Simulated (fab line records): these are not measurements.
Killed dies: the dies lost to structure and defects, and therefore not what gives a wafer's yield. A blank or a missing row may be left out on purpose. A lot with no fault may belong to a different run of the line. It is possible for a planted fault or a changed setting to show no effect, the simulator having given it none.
What tool caused it? | flow nand harc | Sampling: 24 lots, 72 wafers, 3 of 1302 route steps

== WHAT EACH GAUGE READ, for each wafer ==
NHARC_A_SLIT_CD_MEAS_21. Usual: 289.9 nm for cd nm, sd 0.68.
lot  | measured     | on        | cd nm (nm)        | flag
L074 | day 20 05:39 | cd sem-01 | 289.1 289.3 289.0 |
L075 | day 20 08:15 | cd sem-02 | 291.1 290.9 290.6 |
L077 | day 21 02:40 | cd sem-01 | 290.1 290.2 290.2 |
L076 | day 21 03:22 | cd sem-02 | 291.1 291.3 290.8 |
L078 | day 21 06:56 | cd sem-03 | 290.6 290.6 290.6 |
L079 | day 21 15:40 | cd sem-03 | 290.3 289.7 289.5 |
L081 | day 22 21:28 | cd sem-01 | 291.1 291.4 290.9 |
L080 | day 23 05:53 | cd sem-03 | 289.6 289.5 289.7 |
L083 | day 23 23:14 | cd sem-01 | 290.0 289.8 289.7 |
L082 | day 24 00:52 | cd sem-01 | 289.7 289.5 289.6 |
L085 | day 24 19:38 | cd sem-02 | 289.1 289.1 289.3 |
L084 | day 24 23:28 | cd sem-03 | 290.4 290.1 290.2 |
L086 | day 25 00:48 | cd sem-03 | 290.8 290.3 290.0 |
L087 | day 25 03:18 | cd sem-01 | 290.4 289.8 290.6 |
L088 | day 26 04:34 | cd sem-01 | 289.5 289.5 289.9 |
L089 | day 26 05:05 | cd sem-02 | 289.8 290.1 289.1 |
L092 | day 27 09:03 | cd sem-02 | 289.7 289.5 289.9 |
L091 | day 27 09:49 | cd sem-02 | 289.9 289.8 289.9 |
L090 | day 27 12:49 | cd sem-01 | 288.7 289.3 289.0 |
L093 | day 27 20:56 | cd sem-01 | 290.0 290.1 290.7 |
L095 | day 28 13:35 | cd sem-02 | 290.1 290.3 289.2 |
L094 | day 28 13:43 | cd sem-03 | 289.5 289.0 289.3 |
L096 | day 29 06:40 | cd sem-01 | 289.0 288.5 289.1 |
L097 | day 29 20:56 | cd sem-02 | 289.4 289.0 289.4 |

NHARC_A_WL_FILL_INSPECT_15. Usual: 493 for raw defect count, sd 110.
lot  | measured     | on                | raw defect count | flag
L074 | day 21 06:35 | defect inspect-02 | 342 454 353      |
L075 | day 21 06:36 | defect inspect-01 | 418 484 426      |
L077 | day 22 05:26 | defect inspect-01 | 391 490 572      |
L076 | day 22 05:26 | defect inspect-02 | 467 377 525      |
L078 | day 22 08:34 | defect inspect-02 | 337 523 604      |
L079 | day 22 16:13 | defect inspect-01 | 498 812 448      |
L081 | day 23 22:12 | defect inspect-02 | 406 592 582      |
L080 | day 24 06:39 | defect inspect-02 | 553 332 602      |
L083 | day 25 00:04 | defect inspect-01 | 472 436 432      |
L082 | day 25 05:34 | defect inspect-01 | 379 388 417      |
L085 | day 25 20:25 | defect inspect-02 | 346 516 652      |
L084 | day 25 23:49 | defect inspect-01 | 495 458 625      |
L086 | day 25 23:48 | defect inspect-02 | 750 461 458      |
L087 | day 26 06:22 | defect inspect-02 | 440 483 438      |
L088 | day 27 05:20 | defect inspect-01 | 620 560 586      |
L089 | day 27 05:28 | defect inspect-02 | 625 371 559      |
L092 | day 28 09:53 | defect inspect-01 | 559 382 594      |
L091 | day 28 09:49 | defect inspect-01 | 620 590 639      |
L090 | day 28 13:11 | defect inspect-02 | 452 317 688      |
L093 | day 28 21:39 | defect inspect-01 | 848 539 640      |
L095 | day 29 17:33 | defect inspect-02 | 453 438 402      |
L094 | day 29 14:35 | defect inspect-02 | 402 675 327      |
L096 | day 30 09:02 | defect inspect-01 | 568 475 387      |
L097 | day 30 22:26 | defect inspect-01 | 552 501 475      |

== WHICH TOOL RAN EACH LOT (tool, then ch and the chambers of the sampled wafers, then the start) ==
lot  | NHARC_A_WL_FILL_RTA_01
L074 | rtp anneal-02 ch 0, day 20 12:38
L075 | rtp anneal-02 ch 0, day 20 15:09
L077 | rtp anneal-01 ch 0, day 21 09:50
L076 | rtp anneal-02 ch 0, day 21 09:38
L078 | rtp anneal-02 ch 0, day 21 13:53
L079 | rtp anneal-02 ch 0, day 21 22:46
L081 | rtp anneal-02 ch 0, day 23 04:26
L080 | rtp anneal-01 ch 0, day 23 13:05
L083 | rtp anneal-01 ch 0, day 24 06:13
L082 | rtp anneal-01 ch 0, day 24 11:01
L085 | rtp anneal-02 ch 0, day 25 02:36
L084 | rtp anneal-01 ch 0, day 25 06:27
L086 | rtp anneal-02 ch 0, day 25 06:30
L087 | rtp anneal-02 ch 0, day 25 10:10
L088 | rtp anneal-02 ch 0, day 26 11:32
L089 | rtp anneal-01 ch 0, day 26 11:45
L092 | rtp anneal-02 ch 0, day 27 16:32
L091 | rtp anneal-02 ch 0, day 27 16:14
L090 | rtp anneal-01 ch 0, day 27 19:50
L093 | rtp anneal-01 ch 0, day 28 03:58
L095 | rtp anneal-01 ch 0, day 28 21:01
L094 | rtp anneal-02 ch 0, day 28 20:35
L096 | rtp anneal-01 ch 0, day 29 13:38
L097 | rtp anneal-01 ch 0, day 30 03:52
- NHARC_A_WL_FILL_RTA_01: time 5 s.

== WHAT THE TOOLS THEMSELVES READ (means of the sampled wafers that have a number; where no wafer has one, the mark that the record gives instead) ==
NHARC_A_WL_FILL_RTA_01. Usual: lamp power pct 32.8 %, standard deviation 0.88; wafer_temp_C_max 1005.8, standard deviation 2.1.
lot  | tool          | lamp power pct (%) | wafer_temp_C_max | flag
L074 | rtp anneal-02 | 33.7               | 1004.3           |
L075 | rtp anneal-02 | 33.6               | 1004.2           |
L077 | rtp anneal-01 | 31.9               | 1009.3           |
L076 | rtp anneal-02 | 33.6               | 1004.6           |
L078 | rtp anneal-02 | 33.6               | 1003.5           |
L079 | rtp anneal-02 | 33.7               | 1003.3           |
L081 | rtp anneal-02 | 33.6               | 1005.4           |
L080 | rtp anneal-01 | 31.9               | 1008.2           |
L083 | rtp anneal-01 | 31.9               | 1006.5           |
L082 | rtp anneal-01 | 31.9               | 1008.8           |
L085 | rtp anneal-02 | 33.6               | 1004.1           |
L084 | rtp anneal-01 | 31.9               | 1007.2           |
L086 | rtp anneal-02 | 33.6               | 1004.7           |
L087 | rtp anneal-02 | 33.7               | 1004.8           |
L088 | rtp anneal-02 | 33.7               | 1003.6           |
L089 | rtp anneal-01 | 31.8               | 1007.2           |
L092 | rtp anneal-02 | 33.6               | 1004.1           |
L091 | rtp anneal-02 | 33.6               | 1004.2           |
L090 | rtp anneal-01 | 31.8               | 1007.3           |
L093 | rtp anneal-01 | 31.8               | 1008.1           |
L095 | rtp anneal-01 | 31.9               | 1007.9           |
L094 | rtp anneal-02 | 33.6               | 1004.8           |
L096 | rtp anneal-01 | 31.8               | 1006.5           |
L097 | rtp anneal-01 | 31.9               | 1006.6           |

== THE ANSWER, worked out from the rows above alone ==
Rule: take the mean of a lot's wafers that have a number; if it is more than 3 standard deviations from the usual mean, the lot is off. A lot without any number at a reading at which 4 lots or more have one is off too. The other lots that the step has rows for count as sound. After the gauges, taken in route order, come the tools' own readings; for these a lot's mean is taken, as printed above. At the first step where some lot is off, the reading lying furthest off is the one used; lots without a number count as furthest.
Nothing can be told from this: no lot is off at any reading shown.

== WHAT WAS PUT IN BY THE SIMULATOR ==
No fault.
